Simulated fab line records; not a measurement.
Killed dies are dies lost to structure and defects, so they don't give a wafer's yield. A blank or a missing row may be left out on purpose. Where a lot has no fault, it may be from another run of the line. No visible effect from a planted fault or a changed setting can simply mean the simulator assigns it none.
fab line records	flow nand-harc
record: lots: 14	wafers: 42	last-day: 34
route steps=1302 shown A_CHANNEL_HOLE_D2@597 A_CHANNEL_FILL_D2@619 A_STAIRCASE@639
lots that met no fault: from a run of the same line without faults
start-h: hours from the record's opening day to when the first of the lot's shown wafers began	wait-h: hours from the lot's prior step to this one	" unchanged from the row above	L1.1+2: a single row standing in for several wafers	- either no value or no given start	* or withheld: withheld	< > ~ a bound
route shown NAME@n: NAME is a module with steps in the file, n the number in the route of the first one	usual: mean/standard deviation taken from wafers without a fault	same: alike in all rows	chamber/n: place in a boat	sites: each site's reading	_std_site: standard deviation across them	_edge_site: the outer-site mean with the inner-site mean subtracted	radius-mm: for every site, how far away it sits from the centre of the wafer	mask NAME#n: copy n	behind: the tool/chamber that last shaped the wafer	hold: why the lot went on hold/how many hours it stayed there/how the hold came to an end	device: transistor that didn't switch, given as n, p or np	end of line: tests run on the same wafers once the route is complete	a step without rows: its recipe alone	killed: dies lost to structure and defects at the first sort, not the wafer's yield	map: per-die view of a wafer (x killed, . not killed, _ where there is no die)
set.NAME: setting as actually run; set.NAME@STEP: the setting as run at that earlier step	model.NAME: the simulator's own value behind a step, which no gauge read
steps of the route over a sample of lots; a table a step, a row a wafer
services: a tool's chamber out of use, with start hour (start-h, from the record's first day; less than 0 if before it), hours out, and reason
== steps ==
step: NHARC_A_CHANNEL_HOLE_D2_ETCH_25
recipe: bias-v: 5000	source-w: withheld	pressure-mtorr: 20	time-s: 1040.2	ar-flow-sccm: 375	c4f8-flow-sccm: 93.8	o2-flow-sccm: 31.2	temp-c: -20	target-depth-a: 15000	chemistry: C4F8/O2/Ar
usual: drypump-motor-current-A: 6.04/0.24	mfc-ar-sccm: 374.9/1.2	o2-flow-sccm: 31.19/0.088	showerhead-plenum-p-Torr: 3.59/0.11	throttle-valve-pct: 32.234/0.0096
lot.wafer	tool	chamber	start-h	wait-h	drypump-motor-current-A	mfc-ar-sccm	o2-flow-sccm	rf-hours-counter-h	showerhead-plenum-p-Torr	throttle-valve-pct
L143.1	har-etch-02	1	301.77	0.7	5.72	374.5	31.08	366	3.72	32.214
L143.3	"	1	"	"	5.71	374.2	31.23	-	3.72	32.217
L143.5	"	1	"	"	5.70	374.5	31.29	-	3.72	32.220
L144.1	har-etch-02	0	315.61	2.9	6.06	375.5	31.07	377	3.64	32.237
L144.2	"	1	"	"	5.71	372.7	31.29	377	3.72	32.232
L144.4	"	1	"	"	5.72	374.2	31.20	-	3.72	32.235
L146.1	har-etch-01	0	319.14	0.6	6.39	374.9	31.04	156	3.69	32.243
L146.5	"	0	"	"	6.39	375.1	31.08	-	3.69	32.220
L146.6	"	1	"	"	5.93	377.4	31.11	-	3.47	32.223
L145.1	har-etch-01	1	327.75	0.7	5.93	374.6	31.12	160	3.47	32.228
L145.4	"	0	"	"	6.39	376.2	31.20	-	3.69	32.227
L145.5	"	0	"	"	6.37	376.3	31.18	-	3.69	32.226
L147.3	har-etch-02	1	337.92	0.7	5.72	376.5	31.25	-	3.71	32.257
L147.5	"	1	"	"	5.74	376.2	31.27	-	3.71	32.242
L147.6	"	0	"	"	6.06	373.3	31.20	-	3.64	32.252
L149.3	har-etch-01	1	352.56	0.7	5.93	373.7	31.20	-	3.46	32.228
L149.6	"	1	"	"	5.92	374.0	31.22	-	3.46	32.225
L149.5	"	0	"	"	6.39	373.3	31.19	-	3.68	32.253
L150.4	har-etch-02	1	352.69	0.7	5.73	374.9	31.01	-	3.70	32.246
L150.3	"	0	"	"	6.07	373.5	31.10	-	3.63	32.227
L150.5	"	1	"	"	5.71	373.5	31.11	-	3.70	32.240
L151.1	har-etch-01	1	386.20	0.6	5.91	374.8	31.28	198	3.45	32.224
L151.2	"	0	"	"	6.35	373.6	31.20	198	3.67	32.240
L151.3	"	1	"	"	5.92	374.2	31.31	-	3.45	32.216
L159.2	har-etch-02	0	460.39	0.6	6.06	374.1	31.34	37	3.60	32.237
L159.4	"	0	"	"	6.05	376.4	31.29	-	3.61	32.233
L159.6	"	0	"	"	6.06	374.4	31.26	-	3.61	32.234
L161.3	har-etch-01	1	476.67	0.7	5.92	375.2	31.03	-	3.42	32.240
L161.4	"	0	"	"	6.35	374.1	31.31	-	3.64	32.248
L161.5	"	1	"	"	5.93	376.2	31.07	-	3.42	32.236
L163.2	har-etch-01	1	489.40	0.6	5.93	374.4	31.23	264	3.41	32.243
L163.4	"	1	"	"	5.94	376.3	31.25	-	3.41	32.238
L163.3	"	0	"	"	6.38	372.8	31.06	-	3.63	32.242
L162.2	har-etch-02	0	489.61	0.7	6.06	377.2	31.35	60	3.59	32.231
L162.3	"	1	"	"	5.70	372.5	31.14	-	3.67	32.227
L162.5	"	0	"	"	6.08	376.4	31.32	-	3.59	32.230
L165.2	har-etch-01	1	527.93	0.6	5.91	375.5	31.43	283	3.40	32.236
L165.1	"	0	"	"	6.36	374.8	31.14	283	3.62	32.223
L165.5	"	1	"	"	5.92	374.3	31.32	-	3.40	32.228
L166.2	har-etch-01	1	544.89	0.7	5.88	374.5	31.16	294	3.40	32.226
L166.4	"	0	"	"	6.36	373.3	31.08	-	3.62	32.234
L166.6	"	0	"	"	6.36	375.4	31.01	-	3.62	32.247
step: NHARC_A_CHANNEL_FILL_D2_ETCHBACK_19
recipe: target-depth-a: 50	time-s: 1.7	hbr-flow-sccm: 150	cl2-flow-sccm: 50	rf-w: 400	icp-w: 400	bias-w: 100	chemistry: HBr/Cl2
usual: drypump-motor-current-A: 6.0/0.47	mfc-cl2-sccm: 50.02/0.14	oes-product-au: 1.001/0.0076	throttle-valve-pct: 26.405/0.0092
lot.wafer	tool	chamber	start-h	wait-h	drypump-motor-current-A	mfc-cl2-sccm	oes-product-au	rf-hours-counter-h	throttle-valve-pct
L143.1	rie-si-05	1	328.88	0.4	6.6	49.74	0.988	0.0	26.409
L143.3	"	3	"	"	6.1	50.13	1.011	0.1	26.401
L143.5	"	1	"	"	6.6	50.13	0.999	-	26.410
L144.2	rie-si-01	2	342.26	0.4	5.2	50.24	0.997	0.7	26.408
L144.1	"	3	"	"	6.3	49.86	1.007	0.8	26.406
L144.4	"	0	"	"	4.9	49.92	1.000	0.8	26.406
L146.1	rie-si-05	0	349.66	0.4	5.6	49.92	1.006	0.2	26.394
L146.6	"	3	"	"	6.1	50.08	1.000	-	26.407
L146.5	"	0	"	"	5.5	49.97	1.007	-	26.406
L145.1	rie-si-05	2	354.78	0.4	6.0	49.89	1.000	0.1	26.405
L145.4	"	3	"	"	6.1	50.05	1.017	0.2	26.386
L145.5	"	0	"	"	5.6	49.91	1.008	-	26.410
L147.3	rie-si-01	3	365.13	0.4	6.3	49.78	1.011	0.9	26.419
L147.5	"	0	"	"	4.9	50.08	0.993	-	26.408
L147.6	"	1	"	"	6.4	50.32	0.999	-	26.401
L150.3	rie-si-06	3	378.92	0.4	6.2	50.20	1.000	0.7	26.402
L150.4	"	0	"	"	5.8	49.98	0.999	0.9	26.400
L150.5	"	3	"	"	6.3	50.16	1.002	-	26.411
L149.3	rie-si-05	1	378.96	0.4	6.6	49.88	0.998	0.3	26.420
L149.6	"	2	"	"	6.0	49.89	0.991	-	26.403
L149.5	"	3	"	"	6.1	50.04	0.994	-	26.406
L151.1	rie-si-01	3	414.08	0.4	6.3	50.11	1.004	0.1	26.395
L151.3	"	0	"	"	4.9	50.03	1.003	0.2	26.393
L151.2	"	2	"	"	5.2	49.90	1.004	0.2	26.401
L159.2	rie-si-06	0	487.15	0.4	5.8	49.87	1.005	0.1	26.400
L159.4	"	1	"	"	5.8	49.90	1.013	0.2	26.394
L159.6	"	3	"	"	6.3	49.93	1.009	-	26.401
L161.4	rie-si-01	2	507.76	0.4	5.2	50.12	1.017	0.8	26.397
L161.3	"	0	"	"	4.9	49.94	1.012	0.7	26.398
L161.5	"	2	"	"	5.2	50.07	0.996	-	26.386
L163.4	rie-si-06	1	518.03	0.4	5.8	49.99	1.008	0.4	26.405
L163.3	"	3	"	"	6.2	49.73	0.991	0.5	26.392
L163.2	"	0	"	"	5.9	50.04	0.989	0.3	26.388
L162.3	rie-si-01	2	518.03	0.4	5.2	50.09	1.006	0.8	26.403
L162.2	"	0	"	"	4.9	49.98	1.004	0.7	26.397
L162.5	"	2	"	"	5.3	50.09	1.005	-	26.396
L165.2	rie-si-05	2	557.52	0.4	6.0	50.17	1.015	0.5	26.395
L165.1	"	0	"	"	5.5	50.07	1.008	0.4	26.405
L165.5	"	2	"	"	6.0	50.21	1.001	-	26.405
L166.4	rie-si-05	1	571.30	0.4	6.6	49.78	0.994	0.5	26.390
L166.2	"	3	"	"	6.1	49.96	0.993	0.5	26.397
L166.6	"	1	"	"	6.6	49.72	0.992	-	26.406
step: NHARC_A_CHANNEL_FILL_D2_ALD_25
recipe: target-thk-a: 600	pulse-time-s: 10	ald-cycles: 600	temp-c: 300	material: SiOx
usual: ald-cycles: 600/0	heater-power-outer-w: 274/27	heater-power-w: 485/50	precursor-pulse-height-rel: 0.998/0.022
lot.wafer	tool	chamber	start-h	wait-h	ald-cycles	heater-power-outer-w	heater-power-w	precursor-pulse-height-rel
L143.3	ald-hk-04	1	341.63	0.1	600	270	507	0.985
L143.1	"	3	342.86	1.3	600	262	449	1.008
L143.5	"	2	344.71	3.1	600	306	551	0.981
L144.2	ald-hk-01	0	354.20	0.1	600	294	526	0.970
L144.1	"	2	355.42	1.3	600	249	436	0.957
L144.4	"	3	"	"	600	234	439	0.991
L146.1	ald-hk-02	0	362.84	1.3	600	270	454	0.993
L146.5	"	2	364.06	2.5	600	261	465	0.990
L146.6	"	3	"	"	600	315	539	0.986
L145.1	ald-hk-02	1	367.71	0.1	600	279	500	1.015
L145.4	"	0	369.56	2.0	600	276	455	1.038
L145.5	"	1	"	"	600	283	503	0.991
L147.3	ald-hk-01	3	388.70	0.7	600	241	422	1.009
L147.5	"	2	390.55	2.5	600	256	446	1.018
L147.6	"	3	"	"	600	239	427	0.979
L150.4	ald-hk-02	0	390.89	0.0	600	267	459	1.002
L150.3	"	3	392.74	1.9	600	306	523	0.997
L150.5	"	1	393.98	3.1	600	283	510	0.991
L149.3	ald-hk-01	3	393.02	2.2	-	-	-	-
L149.6	"	1	394.24	3.4	-	-	-	-
L149.5	"	2	"	"	-	-	-	-
L151.2	ald-hk-01	2	427.72	0.1	-	-	-	-
L151.3	"	3	"	"	-	-	-	-
L151.1	"	1	429.55	1.9	-	-	-	-
L159.2	ald-hk-01	0	498.77	0.1	600	275	481	1.003
L159.4	"	1	"	"	600	272	464	0.983
L159.6	"	0	501.22	2.5	600	276	477	1.037
L161.4	ald-hk-01	2	520.68	0.7	600	238	422	1.009
L161.3	"	0	521.91	2.0	600	278	484	0.966
L161.5	"	2	523.14	3.2	600	236	421	0.971
L162.2	ald-hk-04	3	530.22	0.7	600	253	482	0.990
L162.3	"	1	531.46	1.9	600	274	514	0.993
L162.5	"	3	532.71	3.2	600	242	479	1.003
L163.3	ald-hk-01	3	530.22	0.7	600	224	395	0.988
L163.4	"	0	"	"	600	282	486	0.945
L163.2	"	1	"	"	600	274	470	0.985
L165.1	ald-hk-04	2	570.03	0.7	600	320	604	1.052
L165.2	"	3	"	"	600	249	460	0.967
L165.5	"	2	572.48	3.1	600	324	600	1.013
L166.4	ald-hk-04	1	584.31	0.1	600	275	514	0.989
L166.2	"	0	586.11	1.9	600	271	466	0.986
L166.6	"	2	587.32	3.1	600	327	600	1.003
step: NHARC_A_STAIRCASE_DEP_156
recipe: target-thk-a: 500	temp-c: 400	target-thk-nm: 50	flow-sccm: 200	rf-w: 450	material: SiNx
usual: heater-power-w: 740/97	showerhead-vpp-V: 1342/77
lot.wafer	tool	chamber	start-h	wait-h	heater-power-w	showerhead-vpp-V
L143.1	pecvd-02	2	353.67	0.1	702	1347
L143.3	"	0	"	"	778	1310
L143.5	"	1	"	"	681	1508
L144.1	pecvd-01	2	366.26	0.1	720	1317
L144.2	"	0	"	"	661	1214
L144.4	"	2	"	"	724	1313
L146.1	pecvd-04	2	373.59	0.1	670	1344
L146.5	"	0	"	"	800	1442
L146.6	"	2	"	"	655	1344
L145.1	pecvd-01	0	388.68	0.2	691	1253
L145.4	"	0	"	"	689	1240
L145.5	"	1	"	"	817	1289
L147.3	pecvd-02	1	400.62	0.2	684	1537
L147.5	"	2	"	"	724	1349
L147.6	"	1	"	"	702	1517
L150.3	pecvd-02	2	403.00	0.1	722	1321
L150.4	"	2	"	"	740	1341
L150.5	"	0	"	"	774	1317
L159.2	pecvd-04	1	510.95	0.1	1003	1337
L159.4	"	2	"	"	639	1352
L159.6	"	0	"	"	767	1421
L161.3	pecvd-01	0	532.88	0.1	631	1237
L161.5	"	0	"	"	666	1260
L161.4	"	1	"	"	698	1309
L162.3	pecvd-04	2	541.70	0.1	666	1343
L162.2	"	1	"	"	890	1360
L162.5	"	0	"	"	675	1442
L163.2	pecvd-02	2	541.90	0.1	658	1324
L163.4	"	1	"	"	683	1499
L163.3	"	2	"	"	696	1333
L165.1	pecvd-04	1	581.49	0.1	926	1350
L165.2	"	2	"	"	667	1337
L165.5	"	2	"	"	674	1316
L166.2	pecvd-01	2	596.46	0.2	798	1317
L166.6	"	1	"	"	713	1288
L166.4	"	2	"	"	799	1294
== services ==
tool	chamber	start-h	hours	kind
pecvd-01	-	284.69	0.3	repair
ald-hk-01	-	298.25	10.0	pm
rie-si-05	-	305.00	9.0	pm
pecvd-01	-	311.18	13.0	pm
ald-hk-01	-	322.11	2.7	repair
pecvd-04	0	326.59	8.8	repair
rie-si-01	-	370.00	9.0	pm
har-etch-02	-	377.00	17.0	pm
rie-si-05	1	384.15	1.4	repair
pecvd-02	-	408.00	13.0	pm
rie-si-05	2	421.89	4.6	repair
pecvd-04	-	425.73	0.8	repair
pecvd-04	0	432.38	3.8	repair
pecvd-04	-	454.65	13.0	pm
pecvd-02	2	459.89	5.5	repair
ald-hk-01	-	476.25	10.0	pm
rie-si-01	0	480.70	7.3	repair
rie-si-05	-	482.00	9.0	pm
rie-si-01	-	489.30	0.2	repair
pecvd-02	1	491.94	5.6	repair
pecvd-01	-	492.18	13.0	pm
rie-si-01	-	547.00	9.0	pm
rie-si-05	0	557.99	10.7	repair
rie-si-01	3	565.17	1.3	repair
== key ==
first-sign: step: NHARC_A_CHANNEL_FILL_D2_ALD_25	reading: tool-record	direction: missing
effect none on later readings
met-at NHARC_A_CHANNEL_FILL_D2_ALD_25
struck-lots L149,L151
later-rows-left-out L149.3,L149.5,L149.6,L151.1,L151.2,L151.3
sort-left-out L149.3,L149.5,L149.6,L151.1,L151.2,L151.3
tester-left-out L149,L151
not-acting-at NHARC_A_CHANNEL_HOLE_D2_ETCH_25,NHARC_A_CHANNEL_FILL_D2_ETCHBACK_19,NHARC_A_STAIRCASE_DEP_156
onset-between 388.70 393.02
fault: kind: skipped-step-whole	tool: ald-hk-01	chamber: -	onset-h: 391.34	steps: NHARC_A_CHANNEL_FILL_D2_ALD_25	scope: struck-lots-only
tester-left-out: of these lots the tester's yield and bins aren't shown, on N5 and GAA mostly nor the transistor test; their killed dies are dies lost to structure and defects alone, not to doping, threshold or leakage, so they don't give the yield
sort-left-out: the simulated sort isn't trusted on such a fault, so these wafers' sort isn't shown, and their yield isn't known
later-rows-left-out: the simulator's readings of these wafers behind a module that went badly wrong aren't trusted and aren't shown, but for the sort
